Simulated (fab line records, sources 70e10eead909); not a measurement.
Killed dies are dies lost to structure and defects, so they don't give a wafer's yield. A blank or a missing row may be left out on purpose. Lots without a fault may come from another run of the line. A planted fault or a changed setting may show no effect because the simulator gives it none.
Which tool did it? | flow nand_harc | 12 lots, 35 wafers sampled, at 7 steps of a route of 1302

WHAT THE GAUGES READ, wafer by wafer
NHARC_P_BONDPAD_CD_MEAS_13.
lot  | measured     | on        | cd_nm (nm)
L739 | day 7 04:10  | cd_sem-03 | 501.7 497.6 501.5
L740 | day 7 17:16  | cd_sem-03 | 499.9 502.3 498.7
L742 | day 8 10:43  | cd_sem-01 | 497.2 498.4 503.2
L743 | day 8 21:31  | cd_sem-01 | 501.4 500.2 500.9
L744 | day 9 15:55  | cd_sem-02 | 502.8 502.3
L747 | day 10 19:45 | cd_sem-03 | 500.8 498.4 497.7
L749 | day 11 14:20 | cd_sem-03 | 499.9 500.6 501.1
L750 | day 11 21:17 | cd_sem-02 | 498.2 500.9 500.2
L752 | day 12 14:13 | cd_sem-02 | 497.7 499.2 501.7
L753 | day 13 07:57 | cd_sem-03 | 500.4 497.4 499.4
L758 | day 15 09:08 | cd_sem-02 | 499.8 497.2 496.5
L760 | day 16 11:08 | cd_sem-01 | 498.3 495.0 499.4

NHARC_A_ZERO_WELL_INSPECT_17.
lot  | measured     | on                | raw_defect_count
L739 | day 7 09:10  | defect_inspect-01 | 19 17 12
L740 | day 7 22:16  | defect_inspect-02 | 10 11 7
L742 | day 8 15:43  | defect_inspect-01 | 3 4 6
L743 | day 9 02:28  | defect_inspect-02 | 885 13 1
L744 | day 9 20:53  | defect_inspect-02 | 911 17
L747 | day 11 00:46 | defect_inspect-02 | 16 12 9
L749 | day 11 19:23 | defect_inspect-01 | 3 11 4
L750 | day 12 02:18 | defect_inspect-01 | 18 15 20
L752 | day 12 19:12 | defect_inspect-01 | 8 14 12
L753 | day 13 13:31 | defect_inspect-02 | 22 30 16
L758 | day 15 14:01 | defect_inspect-01 | 6 10 5
L760 | day 16 16:26 | defect_inspect-02 | 11 14 11

NHARC_A_SOURCE_PLATE_INSPECT_08.
lot  | measured     | on                | raw_defect_count
L739 | day 8 05:17  | defect_inspect-01 | 74 58 63
L740 | day 8 21:01  | defect_inspect-02 | 42 43 69
L742 | day 9 13:26  | defect_inspect-02 | 84 60 62
L743 | day 10 00:12 | defect_inspect-01 | 949 32 51
L744 | day 10 17:11 | defect_inspect-02 | 915 40
L747 | day 11 22:02 | defect_inspect-01 | 42 32 42
L749 | day 12 15:22 | defect_inspect-02 | 23 47 53
L750 | day 12 22:17 | defect_inspect-01 | 52 56 44
L752 | day 13 15:25 | defect_inspect-02 | 67 59 81
L753 | day 14 09:48 | defect_inspect-02 | 90 107 70
L758 | day 16 09:30 | defect_inspect-01 | 45 69 49
L760 | day 17 12:32 | defect_inspect-02 | 19 50 32

NHARC_END_SORT_01.
lot  | measured     | on        | killed_at_array | killed_at_other | killed_at_periphery | killed_dies | killed_open | killed_short
L743 | day 26 20:17 | prober-02 | 164 54 63       | 0 1 0           | 1 2 4               | 165 57 67   | 1 5 4       | 2 3 2
L744 | day 27 17:48 | prober-01 | 133 29          | 0 0             | 5 2                 | 138 31      | 7 2         | 6 2

WHICH TOOL RAN EACH LOT (tool, then ch and the chambers of the sampled wafers, then the start)
lot  | NHARC_P_BONDPAD_PRE_CLEAN_26            | NHARC_P_BONDPAD_ACTIVATE_29        | NHARC_A_ZERO_WELL_ETCH_13
L739 | pvd_sputter-01, day 7 06:28 or earlier  | rie_diel-03 ch 1,2,3, day 7 06:28  | rie_si-05 ch 0,1,2, day 7 08:04
L740 | pvd_sputter-02, day 7 19:34 or earlier  | rie_diel-03 ch 0,1,2, day 7 19:34  | rie_si-06 ch 0,1,2, day 7 21:10
L742 | pvd_sputter-01, day 8 13:01 or earlier  | rie_diel-05 ch 0,1,2, day 8 13:01  | rie_si-05 ch 0,1,2, day 8 14:37
L743 | pvd_sputter-01, day 8 23:47 or earlier  | rie_diel-13 ch 0,2,3, day 8 23:47  | rie_si-06 ch 0,2, day 9 01:21
L744 | pvd_sputter-03, day 9 18:14 or earlier  | rie_diel-13 ch 2,3, day 9 18:14    | rie_si-06 ch 0,2, day 9 19:49
L747 | pvd_sputter-01, day 10 22:04 or earlier | rie_diel-13 ch 1,2,3, day 10 22:04 | rie_si-03 ch 0,2,3, day 10 23:41
L749 | pvd_sputter-01, day 11 16:40 or earlier | rie_diel-05 ch 0,1,2, day 11 16:40 | rie_si-06 ch 0,1,3, day 11 18:16
L750 | pvd_sputter-01, day 11 23:35 or earlier | rie_diel-13 ch 2,3, day 11 23:35   | rie_si-06 ch 0,1,3, day 12 01:13
L752 | pvd_sputter-03, day 12 16:30 or earlier | rie_diel-05 ch 0,1,3, day 12 16:30 | rie_si-03 ch 0,1,2, day 12 18:07
L753 | pvd_sputter-01, day 13 10:43 or earlier | rie_diel-03 ch 0,3, day 13 10:43   | rie_si-03 ch 0,2,3, day 13 12:22
L758 | pvd_sputter-03, day 15 11:26 or earlier | rie_diel-03 ch 0,1,2, day 15 11:26 | rie_si-05 ch 0,1,2, day 15 12:56
L760 | pvd_sputter-02, day 16 13:29 or earlier | rie_diel-05 ch 0,3, day 16 13:29   | rie_si-03 ch 1,2,3, day 16 15:20
- NHARC_P_BONDPAD_PRE_CLEAN_26: time 30 s.
- NHARC_P_BONDPAD_ACTIVATE_29: chemistry N2, time 60 s.
- NHARC_A_ZERO_WELL_ETCH_13: etches the open film in HBr/Cl2, target depth 120 nm, time 40.1 s.

WHAT THE TOOLS THEMSELVES READ (means of the sampled wafers that have a number; where no wafer has one, the mark that the record gives instead)
NHARC_P_BONDPAD_PRE_CLEAN_26.
lot  | tool           | heater_power_w (W)
L739 | pvd_sputter-01 | 397
L740 | pvd_sputter-02 | 386
L742 | pvd_sputter-01 | 386
L743 | pvd_sputter-01 | 399
L744 | pvd_sputter-03 | 422
L747 | pvd_sputter-01 | 404
L749 | pvd_sputter-01 | 421
L750 | pvd_sputter-01 | 422
L752 | pvd_sputter-03 | 409
L753 | pvd_sputter-01 | 398
L758 | pvd_sputter-03 | 434
L760 | pvd_sputter-02 | 426

NHARC_P_BONDPAD_ACTIVATE_29.
lot  | tool        | drypump_motor_current_A (A) | n2_flow_sccm (sccm) | oes_product_au (a.u.) | rf_vpp_V (V) | showerhead_plenum_p_Torr (Torr)
L739 | rie_diel-03 | 5.7                         | 200.0               | 1.005                 | 64.0         | 1.73
L740 | rie_diel-03 | 5.3                         | 199.9               | 1.008                 | 64.5         | 1.72
L742 | rie_diel-05 | 5.6                         | 199.7               | 1.004                 | 64.4         | 1.86
L743 | rie_diel-13 | 6.1                         | 200.4               | 1.002                 | 64.3         | 1.76
L744 | rie_diel-13 | 6.0                         | 199.6               | 1.002                 | 64.3         | 1.71
L747 | rie_diel-13 | 6.1                         | 200.4               | 1.007                 | 65.0         | 1.73
L749 | rie_diel-05 | 5.6                         | 199.8               | 1.009                 | 63.7         | 1.86
L750 | rie_diel-13 | 6.2                         | 200.4               | 1.000                 | 63.6         | 1.71
L752 | rie_diel-05 | 5.7                         | 200.1               | 0.999                 | 64.7         | 1.85
L753 | rie_diel-03 | 5.3                         | 200.3               | 1.001                 | 64.7         | 1.75
L758 | rie_diel-03 | 5.3                         | 200.0               | 0.999                 | 64.3         | 1.72
L760 | rie_diel-05 | 6.0                         | 199.7               | 0.999                 | 64.5         | 1.81

NHARC_A_ZERO_WELL_ETCH_13.
lot  | tool      | drypump_motor_current_A (A) | oes_product_au (a.u.) | throttle_valve_pct (%)
L739 | rie_si-05 | 5.6                         | 0.993                 | 26.398
L740 | rie_si-06 | 5.7                         | 0.992                 | 26.398
L742 | rie_si-05 | 5.6                         | 0.995                 | 26.406
L743 | rie_si-06 | 6.0                         | 1.015                 | 26.409
L744 | rie_si-06 | 5.9                         | 1.002                 | 26.404
L747 | rie_si-03 | 6.2                         | 1.003                 | 26.406
L749 | rie_si-06 | 5.6                         | 0.995                 | 26.400
L750 | rie_si-06 | 5.6                         | 1.009                 | 26.401
L752 | rie_si-03 | 6.0                         | 1.003                 | 26.408
L753 | rie_si-03 | 6.2                         | 0.995                 | 26.411
L758 | rie_si-05 | 5.6                         | 0.984                 | 26.403
L760 | rie_si-03 | 5.8                         | 0.996                 | 26.408

THE ANSWER, worked out from the rows above alone
Rule: what is usual is taken from the lots themselves. Put in order of their means at a reading, lots are off if they are a third of the lots or fewer, leave a main group of 4 or more, and stand apart from it by a gap of 3 or more times the standard deviation of the main group's means; of several such gaps the widest counts. A main group whose means are all the same, to the digits that the tables above print for the reading, isn't used. A lot without any number at a reading at which 4 lots or more have one is off too. The other lots that the step has rows for count as sound. The gauges are gone through in route order, then the tools' own readings, and for those a lot's mean is taken as printed above. The first step at which some lot is off is used, and at that step the reading that is off furthest; a lot without a number counts as furthest.
Off: L743, L744, at NHARC_A_ZERO_WELL_INSPECT_17 (raw_defect_count). The main group: mean 12, standard deviation 5.4.
A tool fits if, at a process step before that reading, it ran every lot that is off, and no sound lot after the first of them. The gauges at NHARC_A_ZERO_WELL_INSPECT_17 are tried like those tools. NHARC_P_BONDPAD_PRE_CLEAN_26 gives no start for some lots, so the hours and the order of its lots are those of NHARC_P_BONDPAD_ACTIVATE_29. None of those tried fits.

WHAT THE SIMULATOR HAD PUT IN
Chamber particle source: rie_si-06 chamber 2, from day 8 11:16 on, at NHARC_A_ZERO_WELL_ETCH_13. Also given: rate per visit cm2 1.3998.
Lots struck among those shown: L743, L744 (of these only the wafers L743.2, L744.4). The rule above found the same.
